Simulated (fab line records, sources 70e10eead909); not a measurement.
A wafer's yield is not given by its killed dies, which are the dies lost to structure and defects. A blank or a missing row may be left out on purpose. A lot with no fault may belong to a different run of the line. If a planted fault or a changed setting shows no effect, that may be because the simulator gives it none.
Chamber matching :: flow nand_harc :: NHARC_P_M0_PRE_CLEAN_31 on pecvd-04: 3 sister chambers
The step time 12 s. 16 wafers are shown with their chamber, then 8 later ones without.

== WAFERS WITH THEIR CHAMBER ==
wafer: L827.2
chamber: 0
heater_power_w (W): 544

wafer: L827.3
chamber: 1
heater_power_w (W): 654

wafer: L827.6
chamber: 2
heater_power_w (W): 611

wafer: L826.3
chamber: 2
heater_power_w (W): 568

wafer: L826.4
chamber: 2
heater_power_w (W): 594

wafer: L826.5
chamber: 0
heater_power_w (W): 646

wafer: L829.2
chamber: 2
heater_power_w (W): 574

wafer: L829.4
chamber: 2
heater_power_w (W): 572

wafer: L829.5
chamber: 1
heater_power_w (W): 621

wafer: L833.1
chamber: 0
heater_power_w (W): 542

wafer: L833.2
chamber: 1
heater_power_w (W): 649

wafer: L833.4
chamber: 1
heater_power_w (W): 638

wafer: L837.2
chamber: 1
heater_power_w (W): 641

wafer: L837.4
chamber: 1
heater_power_w (W): 609

wafer: L837.5
chamber: 0
heater_power_w (W): 591

wafer: L844.2
chamber: 1
heater_power_w (W): 615

SIGNATURES (means of the wafers above)
reading: heater_power_w
chamber 0: 580.75
chamber 1: 632.43
chamber 2: 583.80
scatter within a chamber: 28.2
Rule: a wafer's distance from a chamber is the root of the sum, over the readings, of the square of ((its reading less the chamber's mean) divided by the reading's scatter). If the next closest chamber is less than 2 further off than the closest, the wafer can't be placed; otherwise it belongs to the closest. The scatter is the square root of a quotient: the sum, over the shown wafers, of each reading's squared deviation from its chamber's mean, divided by wafers minus chambers.

== WAFERS WHOSE CHAMBER IS MISSING ==
wafer: L844.3
heater_power_w (W): 524

wafer: L844.6
heater_power_w (W): 573

wafer: L846.1
heater_power_w (W): 590

wafer: L846.3
heater_power_w (W): 632

wafer: L846.6
heater_power_w (W): 616

wafer: L848.2
heater_power_w (W): 590

wafer: L848.4
heater_power_w (W): 574

wafer: L848.5
heater_power_w (W): 593

== THE CHAMBER EACH PASSED THROUGH ==
wafer: L844.3
from the rows above: can't be placed: 0 or 2 or 1
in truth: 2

wafer: L844.6
from the rows above: can't be placed: 0 or 2 or 1
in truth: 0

wafer: L846.1
from the rows above: can't be placed: 2 or 0 or 1
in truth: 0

wafer: L846.3
from the rows above: can't be placed: 1 or 2 or 0
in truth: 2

wafer: L846.6
from the rows above: can't be placed: 1 or 2 or 0
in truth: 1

wafer: L848.2
from the rows above: can't be placed: 2 or 0 or 1
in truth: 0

wafer: L848.4
from the rows above: can't be placed: 0 or 2 or 1
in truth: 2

wafer: L848.5
from the rows above: can't be placed: 2 or 0 or 1
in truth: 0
Correctly placed: 0 of 8. Cannot be placed on the basis of these rows: 8; the candidates contain the true chamber in 8. Wrongly placed: 0.
